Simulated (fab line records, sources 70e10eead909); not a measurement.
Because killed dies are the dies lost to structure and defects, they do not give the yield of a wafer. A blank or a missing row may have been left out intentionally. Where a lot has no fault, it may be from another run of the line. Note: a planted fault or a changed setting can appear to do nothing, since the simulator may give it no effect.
Matching of chambers || flow nand harc || 4 sister chambers for NHARC_A_CHANNEL_FILL_D1_ALD_14 on ald hk-01
The step deposits SiO2, target thk 2.5 nm, pulse time 10 s, ald cycles 25. 4 wafers are shown with their chamber, then 7 later ones without.

== WAFERS WITH THEIR CHAMBER ==
{"wafer": "L081.4", "chamber": 0, "heater power w (W)": 422}
{"wafer": "L088.3", "chamber": 3, "heater power w (W)": 516}
{"wafer": "L089.1", "chamber": 2, "heater power w (W)": 477}
{"wafer": "L089.2", "chamber": 1, "heater power w (W)": 495}

== WAFERS WHOSE CHAMBER IS MISSING ==
{"wafer": "L089.5", "heater power w (W)": 483}
{"wafer": "L090.1", "heater power w (W)": 496}
{"wafer": "L090.2", "heater power w (W)": 397}
{"wafer": "L090.4", "heater power w (W)": 489}
{"wafer": "L091.1", "heater power w (W)": 488}
{"wafer": "L091.3", "heater power w (W)": 402}
{"wafer": "L091.4", "heater power w (W)": 519}

== WHICH CHAMBER EACH ONE RAN IN ==
{"wafer": "L089.5", "from the rows above": "can't be placed: 2 or 1", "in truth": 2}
{"wafer": "L090.1", "from the rows above": "can't be placed: 1 or 2 or 3", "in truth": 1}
{"wafer": "L090.2", "from the rows above": 0, "in truth": 0}
{"wafer": "L090.4", "from the rows above": "can't be placed: 1 or 2 or 3", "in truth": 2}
{"wafer": "L091.1", "from the rows above": "can't be placed: 1 or 2 or 3", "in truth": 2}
{"wafer": "L091.3", "from the rows above": 0, "in truth": 0}
{"wafer": "L091.4", "from the rows above": "can't be placed: 3 or 1", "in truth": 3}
Correctly placed: 2 of 7. These rows do not allow placing 5 (true chamber among the candidates in 5). Number placed wrongly: 0.
How it was worked out, from the rows above alone: a wafer's distance from a chamber is the root of the sum, over the readings, of the square of ((its reading less the chamber's mean) divided by the reading's scatter). If the next closest chamber is less than 2 further off than the closest, the wafer can't be placed; otherwise it belongs to the closest. A chamber's mean is the mean of its shown wafers. The scatter: root of mean squared gap, hidden wafer to nearest shown wafer, with one shown wafer a chamber.
